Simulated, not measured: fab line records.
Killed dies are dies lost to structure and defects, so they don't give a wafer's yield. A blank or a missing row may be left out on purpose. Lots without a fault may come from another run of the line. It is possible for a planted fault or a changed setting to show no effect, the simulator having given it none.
Matching of chambers    flow nand_harc    rie_diel-08 running NHARC_P_M2_ETCH_35: 4 sister chambers
The step etches the open film in N2/H2, target depth 40 nm, overetch 12 nm, time 43.94 s. 14 wafers are shown with their chamber, then 6 later ones without.

## WAFERS PAIRED WITH THEIR CHAMBERS
wafer   chamber  rf_vpp_V (V)  throttle_valve_pct (%)  oes_product_au (a.u.)
L493.1  3        431.5         14.178                  1.015
L493.4  1        431.2         14.155                  0.997
L493.5  1        429.6         14.167                  0.998
L499.1  1        429.5         14.161                  0.999
L499.3  2        431.9         14.173                  1.016
L500.2  1        430.6         14.173                  0.996
L500.4  0        429.4         14.160                  0.996
L500.6  0        429.8         14.165                  0.990
L507.1  1        429.9         14.177                  0.987
L507.2  0        429.3         14.183                  1.002
L507.6  0        428.9         14.168                  1.000
L508.2  3        430.9         14.183                  0.992
L508.3  1        429.6         14.168                  0.978
L508.6  2        432.8         14.169                  1.005

SIGNATURES (means of the wafers above)
reading             chamber 0  chamber 1  chamber 2  chamber 3  scatter within a chamber
rf_vpp_V            429.350    430.067    432.350    431.200    0.579
throttle_valve_pct  14.16900   14.16683   14.17100   14.18050   0.00795
oes_product_au      0.99700    0.99250    1.01050    1.00350    0.00869
Rule: for each reading, subtract the chamber's mean from the wafer's reading, divide by that reading's scatter and square the result; add these up over the readings and take the root, which gives the wafer's distance from the chamber. The wafer belongs to the nearest chamber; if the next one is less than 2 further off, it can't be placed. The scatter: take each reading less its chamber's mean, square it, sum over the shown wafers, divide by the number of wafers less the number of chambers, and take the root.

## WAFERS WITH NO CHAMBER GIVEN
wafer   rf_vpp_V (V)  throttle_valve_pct (%)  oes_product_au (a.u.)
L511.3  428.1         14.174                  1.005
L511.4  429.8         14.159                  0.994
L511.5  433.8         14.173                  1.015
L512.3  433.9         14.173                  0.998
L512.4  430.8         14.191                  0.997
L512.6  430.0         14.169                  0.974

## WHICH CHAMBER EACH ONE RAN IN
wafer   from the rows above      in truth
L511.3  can't be placed: 0 or 1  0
L511.4  can't be placed: 1 or 0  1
L511.5  2                        2
L512.3  can't be placed: 2 or 3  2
L512.4  can't be placed: 3 or 1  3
L512.6  can't be placed: 1 or 0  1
1 of 6 placed correctly. Can't be placed from these rows: 5 (the true chamber is among the candidates in 5). Placed wrongly: 0.
